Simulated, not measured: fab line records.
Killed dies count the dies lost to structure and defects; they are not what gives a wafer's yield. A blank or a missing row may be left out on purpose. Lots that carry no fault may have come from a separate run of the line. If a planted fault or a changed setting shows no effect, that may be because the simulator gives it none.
Comparing a struck lot with a sound one -- flow n5-finfet -- 43 steps out of a route of 1938
Sound: wafers L277.3, L277.4, L277.6. Struck: wafer L266.5 (L266.1, L266.2, from the same lot, were not struck and are left out); the cause is given at the end.
Per side, at each step with rows, come the tool, then ch with its chambers, and then its first start. Under that, the readings that differ: sound wafers -- struck wafers -- difference of the means -- sigmas: that difference in standard deviations of wafers without a fault.
alike: same words and numbers on both sides, and readings whose means sit less than 2 such deviations apart. not compared: any withheld reading, any reading some wafer has no value for, any bound like >300 that may hide the same value, and any number with overlapping values for which the record gives no deviation.
Wherever a step has rows on one side only, a row that says differs or no value, or a row with sigmas, the two part there. Numbers that have no deviation but don't overlap get no sigmas and don't part them. Lack of a reading on every wafer of one side parts them only where that side has two or more wafers.

N5_BEOL_M12_PRE_CLEAN_42: time 30 s.
  sound: pvd-sputter-02 at day 16 15:36; struck: pvd-sputter-01 at day 16 21:46
  alike: heater-power-w
then, 1 step without rows for these wafers: N5_BEOL_M12_SPUTTER_43 (material TaN, target thk 15 nm, time 24.19 s).
N5_BEOL_M12_SPUTTER_44: material Ta, target thk 10 nm, time 16.13 s.
  sound: pvd-sputter-02 at day 16 15:43; struck: pvd-sputter-01 at day 16 21:53
  alike: throttle-valve-pct
then, 4 steps without rows for these wafers: N5_BEOL_M12_SPUTTER_45 (material Cu, target thk 80 nm, time 13.33 s); N5_BEOL_M12_ECD_47 (material Cu, target thk 720 nm); N5_BEOL_M12_ANNEAL_48 (time 90 s); N5_BEOL_M12_CMP_49 (polishes, stops on SiOC, t overpolish 20.6 s, target thk 320 nm).
N5_BEOL_M12_THK_MEAS_50: measures by xrf.
  sound: film-metro-01 at day 16 16:39; struck: film-metro-02 at day 16 23:08
reading,sound,struck,difference,sigmas
M12_THK (nm),320 314 318,335,+18,+3
then, 1 step without rows for these wafers: N5_BEOL_M12_PRE_CLEAN_52 (time 15 s).
N5_BEOL_M12_DEP_53: deposits SiCN from 3MS/NH3, target thk 30 nm, time 10.5 s.
  sound on pecvd-02 ch 0,1, day 16 16:43; struck on pecvd-02 ch 1, day 16 23:12
  alike: showerhead-plenum-p-Torr, throttle-valve-pct
N5_BEOL_M12_RS_MEAS_54: measurement is done with a four-point probe.
  sound: film-metro-01 at day 16 16:47; struck: film-metro-02 at day 16 23:16
  alike: M12_RS
N5_BEOL_M12_INSPECT_55: inspects for defects (darkfield).
  sound: defect-inspect-02 at day 16 16:48; struck: defect-inspect-02 at day 16 23:17
  alike: raw-defect-count
N5_BEOL_M13_ILD_DEP_00: deposits SiOC from DEMS/O2, target thk 837.92 nm, time 166.4 s.
  sound on pecvd-01 ch 0,1,2, day 16 16:50; struck on pecvd-03 ch 1, day 16 23:19
  alike: heater-power-outer-w, heater-power-w, showerhead-plenum-p-Torr, throttle-valve-pct
N5_BEOL_M13_THK_MEAS_01:
  sound: film-metro-02 at day 16 16:59; struck: film-metro-02 at day 16 23:28
reading,sound,struck,difference,sigmas
M13_ILD_THK (nm),813 827 844,710,-118,-12
then, 8 steps without rows for these wafers: N5_BEOL_M13_COAT_58 (time 60 s, resist thk 89 nm); N5_BEOL_M13_COAT_04 (resist thk 400 nm); N5_BEOL_M13_EBR_06; N5_BEOL_M13_SOFTBAKE_05 (time 60 s); N5_BEOL_M13_EXPOSE_07 (exposes mask V12); N5_BEOL_M13_PEB_08 (peb time 90 s); N5_BEOL_M13_DEVELOP_09 (develop time 45 s); N5_BEOL_M13_HARDBAKE_14 (time 120 s).
N5_BEOL_M13_CD_MEAS_10 targets a cd of 190 nm.
  sound on cd-sem-03 ch 0, day 16 17:17; struck on cd-sem-01 ch 0, day 16 23:54
  alike: cd-nm
N5_BEOL_M13_OVL_MEAS_11:
  sound on overlay-01 ch 0, day 16 17:19; struck on overlay-01 ch 0, day 16 23:56
  alike: V12_OVL
N5_BEOL_M13_INSPECT_12: inspects for defects (macro).
  sound: defect-inspect-02 at day 16 17:21; struck: defect-inspect-02 at day 16 23:58
  alike: raw-defect-count
then, 2 steps without rows for these wafers: N5_BEOL_M13_DESCUM_15 (chemistry O2, time 7.9 s); N5_BEOL_M13_ETCH_59 (etches BARC in N2/H2, target depth 89 nm, overetch 26.7 nm, time 67.9 s).
N5_BEOL_M13_VIA_ETCH_16: etches SiOC in C4F8/O2/Ar, target depth 921.7 nm.
  sound on rie-diel-04 ch 0,1,3, day 16 17:28; struck on rie-diel-04 ch 2, day 17 00:10
  alike: drypump-motor-current-A, oes-product-au, rf-vpp-V, showerhead-plenum-p-Torr, throttle-valve-pct
N5_BEOL_M13_STRIP_63: strips in N2/H2.
  sound on plasma-asher-02 ch 0,1, day 16 17:43; struck on plasma-asher-02 ch 1, day 17 00:24
  alike: drypump-motor-current-A, heater-power-w, oes-product-au, strip-time-to-endpoint-s
  not compared: rf-hours-counter-h
then, 3 steps without rows for these wafers: N5_BEOL_M13_STRIP_64 (strips in N2/H2); N5_BEOL_M13_STRIP_71 (strips in post etch residue remover, time 60 s); N5_BEOL_M13_SRD_72 (time 30 s, dry time 30 s).
N5_BEOL_M13_CD_MEAS_17 targets a cd of 190 nm.
  sound: cd-sem-01 at day 16 17:55; struck: cd-sem-01 at day 17 00:38
  alike: cd-nm
then, 9 steps without rows for these wafers: N5_BEOL_M13_COAT_65 (time 60 s, resist thk 350 nm); N5_BEOL_M13_COAT_66 (time 60 s, resist thk 110 nm); N5_BEOL_M13_COAT_22 (resist thk 300 nm); N5_BEOL_M13_EBR_24; N5_BEOL_M13_SOFTBAKE_23 (time 60 s); N5_BEOL_M13_EXPOSE_25 (exposes mask M13, target cd 210 nm); N5_BEOL_M13_PEB_26 (peb time 90 s); N5_BEOL_M13_DEVELOP_27 (develop time 45 s); N5_BEOL_M13_HARDBAKE_32 (time 120 s).
N5_BEOL_M13_OCD_MEAS_35:
  sound: ocd-01 at day 16 19:22; struck: ocd-01 at day 17 02:02
reading,sound,struck,difference,sigmas
trench-depth-nm (nm),400 424 396,265,-142,-15

## WHERE THEY PART
First at N5_BEOL_M12_THK_MEAS_50; last, within this record, at N5_BEOL_M13_OCD_MEAS_35.

WHY: what the simulator had put in
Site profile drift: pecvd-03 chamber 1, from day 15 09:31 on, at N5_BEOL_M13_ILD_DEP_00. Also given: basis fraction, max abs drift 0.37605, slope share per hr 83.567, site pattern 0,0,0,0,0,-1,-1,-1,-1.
